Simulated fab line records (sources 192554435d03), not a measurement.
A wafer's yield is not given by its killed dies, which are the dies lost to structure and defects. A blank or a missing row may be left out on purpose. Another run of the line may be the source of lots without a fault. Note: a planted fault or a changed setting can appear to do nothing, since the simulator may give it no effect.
Split-lot experiment / flow n5Finfet / 39 wafers read from 7 lots, route of 1938 steps

== THE SPLIT ITSELF ==
At N5_BEOL_M7_ILD_DEP_00 (deposits SiCOH lowk from DEMS/porogen, target thk 179.75 nm, time 33.4 s), the setting targetThkA was moved away from the recipe's 1797.5 angstrom on 12 of the 39 wafers read, by -53.1% to +37.6%. This setting was run at the recipe's value on the other wafers.

== FROM SPLIT TO READING: 1 step shown by the file between the two ==
- N5_BEOL_M7_CURE_74: cures SiCOH lowk, time 240 s

== THE READING ==
At N5_BEOL_M7_THK_MEAS_01: M7_ILD_THK, given in nm. On this fab line, fault-free wafers typically give 154.6 nm with a standard deviation of 1.8 nm.

wafer=L075.1; tool, chamber at the split=pecvd-04, 0; targetThkA as run, angstrom=1797.5; against the recipe=recipe; M7_ILD_THK, nm=153.5; against lot-mates on the recipe=-
wafer=L075.2; tool, chamber at the split=pecvd-04, 1; targetThkA as run, angstrom=1797.5; against the recipe=recipe; M7_ILD_THK, nm=150.7; against lot-mates on the recipe=-
wafer=L075.3; tool, chamber at the split=pecvd-04, 1; targetThkA as run, angstrom=949.2; against the recipe=-47.2%; M7_ILD_THK, nm=80.6; against lot-mates on the recipe=-72.7
wafer=L075.4; tool, chamber at the split=pecvd-04, 0; targetThkA as run, angstrom=1797.5; against the recipe=recipe; M7_ILD_THK, nm=155.6; against lot-mates on the recipe=-
wafer=L075.5; tool, chamber at the split=pecvd-04, 1,0; targetThkA as run, angstrom=949.2; against the recipe=-47.2%; M7_ILD_THK, nm=81.0; against lot-mates on the recipe=-72.3
wafer=L075.6; tool, chamber at the split=pecvd-04, 1,0; targetThkA as run, angstrom=949.2; against the recipe=-47.2%; M7_ILD_THK, nm=81.2; against lot-mates on the recipe=-72.1
wafer=L076.1; tool, chamber at the split=pecvd-01, 2; targetThkA as run, angstrom=1797.5; against the recipe=recipe; M7_ILD_THK, nm=152.1; against lot-mates on the recipe=-
wafer=L076.2; tool, chamber at the split=pecvd-01, 0; targetThkA as run, angstrom=1797.5; against the recipe=recipe; M7_ILD_THK, nm=154.3; against lot-mates on the recipe=-
wafer=L076.3; tool, chamber at the split=pecvd-01, 1; targetThkA as run, angstrom=1797.5; against the recipe=recipe; M7_ILD_THK, nm=154.8; against lot-mates on the recipe=-
wafer=L076.4; tool, chamber at the split=pecvd-01, 0; targetThkA as run, angstrom=2474; against the recipe=+37.6%; M7_ILD_THK, nm=215.0; against lot-mates on the recipe=+61.3
wafer=L076.5; tool, chamber at the split=pecvd-01, 1; targetThkA as run, angstrom=2474; against the recipe=+37.6%; M7_ILD_THK, nm=217.5; against lot-mates on the recipe=+63.8
wafer=L076.6; tool, chamber at the split=pecvd-01, 2; targetThkA as run, angstrom=2474; against the recipe=+37.6%; M7_ILD_THK, nm=216.1; against lot-mates on the recipe=+62.4
wafer=L087.1; tool, chamber at the split=pecvd-01, 2; targetThkA as run, angstrom=2352; against the recipe=+30.8%; M7_ILD_THK, nm=203.5; against lot-mates on the recipe=+47.0
wafer=L087.2; tool, chamber at the split=pecvd-01, 0; targetThkA as run, angstrom=2352; against the recipe=+30.8%; M7_ILD_THK, nm=203.2; against lot-mates on the recipe=+46.7
wafer=L087.3; tool, chamber at the split=pecvd-01, 1; targetThkA as run, angstrom=2352; against the recipe=+30.8%; M7_ILD_THK, nm=202.2; against lot-mates on the recipe=+45.7
wafer=L087.4; tool, chamber at the split=pecvd-01, 1; targetThkA as run, angstrom=1797.5; against the recipe=recipe; M7_ILD_THK, nm=155.8; against lot-mates on the recipe=-
wafer=L087.5; tool, chamber at the split=pecvd-01, 2; targetThkA as run, angstrom=1797.5; against the recipe=recipe; M7_ILD_THK, nm=155.7; against lot-mates on the recipe=-
wafer=L087.6; tool, chamber at the split=pecvd-01, 0; targetThkA as run, angstrom=1797.5; against the recipe=recipe; M7_ILD_THK, nm=158.0; against lot-mates on the recipe=-
wafer=L085.1; tool, chamber at the split=pecvd-02, 1; targetThkA as run, angstrom=842.4; against the recipe=-53.1%; M7_ILD_THK, nm=74.4; against lot-mates on the recipe=-81.6
wafer=L085.2; tool, chamber at the split=pecvd-02, 0; targetThkA as run, angstrom=1797.5; against the recipe=recipe; M7_ILD_THK, nm=154.2; against lot-mates on the recipe=-
wafer=L085.3; tool, chamber at the split=pecvd-02, 2; targetThkA as run, angstrom=1797.5; against the recipe=recipe; M7_ILD_THK, nm=156.3; against lot-mates on the recipe=-
wafer=L085.4; tool, chamber at the split=pecvd-02, 2; targetThkA as run, angstrom=1797.5; against the recipe=recipe; M7_ILD_THK, nm=157.4; against lot-mates on the recipe=-
wafer=L085.5; tool, chamber at the split=pecvd-02, 0,1; targetThkA as run, angstrom=842.4; against the recipe=-53.1%; M7_ILD_THK, nm=74.9; against lot-mates on the recipe=-81.1
wafer=L085.6; tool, chamber at the split=pecvd-02, 0,1; targetThkA as run, angstrom=842.4; against the recipe=-53.1%; M7_ILD_THK, nm=74.9; against lot-mates on the recipe=-81.1
wafer=L090.2; tool, chamber at the split=pecvd-04, 1; targetThkA as run, angstrom=1797.5; against the recipe=recipe; M7_ILD_THK, nm=154.1; against lot-mates on the recipe=-
wafer=L090.4; tool, chamber at the split=pecvd-04, 0; targetThkA as run, angstrom=1797.5; against the recipe=recipe; M7_ILD_THK, nm=153.8; against lot-mates on the recipe=-
wafer=L090.6; tool, chamber at the split=pecvd-04, 1; targetThkA as run, angstrom=1797.5; against the recipe=recipe; M7_ILD_THK, nm=154.8; against lot-mates on the recipe=-
wafer=L093.1; tool, chamber at the split=pecvd-04, 2; targetThkA as run, angstrom=1797.5; against the recipe=recipe; M7_ILD_THK, nm=154.4; against lot-mates on the recipe=-
wafer=L093.2; tool, chamber at the split=pecvd-04, 0; targetThkA as run, angstrom=1797.5; against the recipe=recipe; M7_ILD_THK, nm=153.8; against lot-mates on the recipe=-
wafer=L093.3; tool, chamber at the split=pecvd-04, 1; targetThkA as run, angstrom=1797.5; against the recipe=recipe; M7_ILD_THK, nm=153.5; against lot-mates on the recipe=-
wafer=L093.4; tool, chamber at the split=pecvd-04, 0; targetThkA as run, angstrom=1797.5; against the recipe=recipe; M7_ILD_THK, nm=156.3; against lot-mates on the recipe=-
wafer=L093.5; tool, chamber at the split=pecvd-04, 1; targetThkA as run, angstrom=1797.5; against the recipe=recipe; M7_ILD_THK, nm=157.0; against lot-mates on the recipe=-
wafer=L093.6; tool, chamber at the split=pecvd-04, 2; targetThkA as run, angstrom=1797.5; against the recipe=recipe; M7_ILD_THK, nm=157.3; against lot-mates on the recipe=-
wafer=L094.1; tool, chamber at the split=pecvd-04, 0; targetThkA as run, angstrom=1797.5; against the recipe=recipe; M7_ILD_THK, nm=151.9; against lot-mates on the recipe=-
wafer=L094.2; tool, chamber at the split=pecvd-04, 2; targetThkA as run, angstrom=1797.5; against the recipe=recipe; M7_ILD_THK, nm=153.4; against lot-mates on the recipe=-
wafer=L094.3; tool, chamber at the split=pecvd-04, 1; targetThkA as run, angstrom=1797.5; against the recipe=recipe; M7_ILD_THK, nm=148.3; against lot-mates on the recipe=-
wafer=L094.4; tool, chamber at the split=pecvd-04, 0; targetThkA as run, angstrom=1797.5; against the recipe=recipe; M7_ILD_THK, nm=151.9; against lot-mates on the recipe=-
wafer=L094.5; tool, chamber at the split=pecvd-04, 2; targetThkA as run, angstrom=1797.5; against the recipe=recipe; M7_ILD_THK, nm=152.8; against lot-mates on the recipe=-
wafer=L094.6; tool, chamber at the split=pecvd-04, 1; targetThkA as run, angstrom=1797.5; against the recipe=recipe; M7_ILD_THK, nm=155.3; against lot-mates on the recipe=-
If several chambers appear in one row, that row covers several wafers at once and the file leaves open which wafer was in which chamber.

THE FIT
A straight line over all 39 wafers: M7_ILD_THK changes by +1.56 nm for each +1% of targetThkA; r = +1.00; the points scatter about the line by 2.2 nm.
The same after taking each lot's own level away (the mean of its wafers on the recipe; 39 wafers): +1.55 nm for each +1%; r = +1.00; scatter 1.9 nm.
That fit puts the effect of the largest move of targetThkA on the reading at 83 nm.
The lots' own levels span 152.27 to 156.50 nm, that is 2.4 times the standard deviation above.
The two slopes agree, so the slope changes little with the lot-to-lot level.
Check: with one of the wafers moved furthest among these (-53.1%) left out of the fit, the line predicts -82.3 nm for it against its lot-mates. It came out at -81.6 nm against them.

== THE OTHER SPLITS THESE WAFERS WENT THROUGH ==
Other splits were also applied to these wafers ahead of the reading. Each is held against what the fit with the lots' levels taken away leaves over:
other split on the same wafers=N5_BEOL_M5_ILD_DEP_00 targetThkA; wafers away from the commonest value=15; r with M7_ILD_THK (lot level and that fit taken away)=+0.36

== THE WHOLE CHAIN: every reading that the file lists as answering this split, in the file's order ==
step=N5_BEOL_M7_ILD_DEP_00; what it does=deposits SiCOH lowk from DEMS/porogen, target thk 179.75 nm, time 33.4 s; reading=SiCOH_lowk_of_BEOL_M7_ILD_DEP_00.thkNm (the simulator's own value, which no gauge read); change (the file's fit)=+1.78 nm for each +1% of the setting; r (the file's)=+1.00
step=N5_BEOL_M7_CURE_74; what it does=cures SiCOH lowk, time 240 s; reading=SiCOH_lowk_of_BEOL_M7_ILD_DEP_00.thkNm (the simulator's own value, which no gauge read); change (the file's fit)=+1.55 nm for each +1% of the setting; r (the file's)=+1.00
step=N5_BEOL_M7_THK_MEAS_01; what it does=; reading=M7_ILD_THK; change (the file's fit)=+1.55 for each +1% of the setting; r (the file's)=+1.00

== FILE'S OWN FIT ==
M7_ILD_THK changes by +1.55 nm for each +1% of targetThkA, r = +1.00.
